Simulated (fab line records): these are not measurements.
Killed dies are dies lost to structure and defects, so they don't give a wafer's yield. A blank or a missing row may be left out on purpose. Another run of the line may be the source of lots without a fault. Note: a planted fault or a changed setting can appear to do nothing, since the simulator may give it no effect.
Problem report in the 8D (eight disciplines) form, filled by code + flow n5Finfet + the parts of the form that need people (team, actions taken, sign-off) are left out

1. WHAT WENT WRONG
At N5_PASSIVATION_PROBE_49, killed_at_M4_up averages 111 over 9 wafers from 3 lots, while fault-free wafers read 14, standard deviation 5.3. That puts it +18 standard deviations away from the usual mean.
First observed at day 14 00:08: wafer L738.1, on prober-02. At this step, 12 wafers from 4 lots have a number in the record. Rule for "out", or "out of limits": more than 4 standard deviations from the usual mean. All remaining wafers that have a number are taken as sound.

2. WHAT IT IS AND WHAT IT IS NOT
| question                    | is                     | is not                                                             |
|-----------------------------|------------------------|--------------------------------------------------------------------|
| which readings at this step | killed_at_M4_up        | killed_at_M0_to_M3, killedAtContacts, killedAtOther, killedShort   |
| which lots                  | L738, L739, L742       | L744                                                               |
| which wafers of those lots  | all that have a number | -                                                                  |
| read on which tools         | prober-02              | prober-01                                                          |
| when                        | from day 14 00:08      | up to then (0 sound wafers); but 3 sound wafers of L744 came after |

3. THE SUSPECTS, EACH WITH WHAT RULES IT OUT
Counting: a tool at any process step up to the reading remains a suspect when it ran all the lots that are out and ran no sound lot after the first of those.
- pvdSputter-02 at N5_BEOL_M6_SPUTTER_48 (material Cu, target thk 10 nm, time 1.667 s): kept. It ran every lot that is out, first L738 (day 10 21:01), and no sound lot after that.
- prober-02 at N5_PASSIVATION_PROBE_49: kept. It ran every lot that is out, first L738 (day 14 00:08), and no sound lot after that. Its own killed_at_M4_up readings are out on those wafers.
Remaining after the count are pvdSputter-02 at N5_BEOL_M6_SPUTTER_48 and prober-02 at N5_PASSIVATION_PROBE_49.

4. THE CAUSE (what the simulator had put in)
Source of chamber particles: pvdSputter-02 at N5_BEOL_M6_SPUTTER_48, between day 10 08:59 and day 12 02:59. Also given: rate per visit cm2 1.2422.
Counting leaves 2 suspects; this tool is one of them.

5. THE EFFECT CHAIN, in route order
Each row: a reading where the mean over the struck wafers with a number is more than 3 standard deviations away from the usual. Scope: only readings with a usual standard deviation given in the record; hours: median across lots of the time from each lot's start at the first step in this table that gives one to its start at this step; sigmas: change in usual standard deviations.
| hours | step                    | reading             | usual  | on struck wafers | change | sigmas |
|-------|-------------------------|---------------------|--------|------------------|--------|--------|
| 0     | N5_PASSIVATION_PROBE_49 | defectLimitedYield  | 91.5 % | 84.5             | -7.0   | -5.4   |
| 0     | N5_PASSIVATION_PROBE_49 | killed_at_M4_up     | 14     | 111              | +97    | +18    |
| 0     | N5_PASSIVATION_PROBE_49 | killedDies          | 101    | 183              | +82    | +5.1   |
| 0     | N5_PASSIVATION_PROBE_49 | killedOnRim         | 13     | 25               | +12    | +3.4   |
| 0     | N5_PASSIVATION_PROBE_49 | sort_bin_5_function | 5.0 %  | 9.4              | +4.4   | +5.2   |
| 0     | N5_PASSIVATION_PROBE_49 | sortNPass           | 1079   | 997              | -82    | -5.1   |
| 0     | N5_PASSIVATION_PROBE_49 | sortYieldPct        | 91.5 % | 84.5             | -7.0   | -5.4   |
The process steps in it:
- N5_PASSIVATION_PROBE_49

6. HOW IT WOULD HAVE BEEN CAUGHT EARLIER
The fault began at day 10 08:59; the first out-of-limits reading in this record came at day 14 00:08, 87 hours later.
No tool reading at N5_BEOL_M6_SPUTTER_48 that has a usual standard deviation in the record was out on any struck wafer, so an alarm limit of 4 standard deviations on those readings would not have fired.
The start of N5_BEOL_M6_SPUTTER_48 on pvdSputter-02 came by day 14 00:08 for every one of the lots that are out (3). None of them would have been spared by holding the tool at that moment.
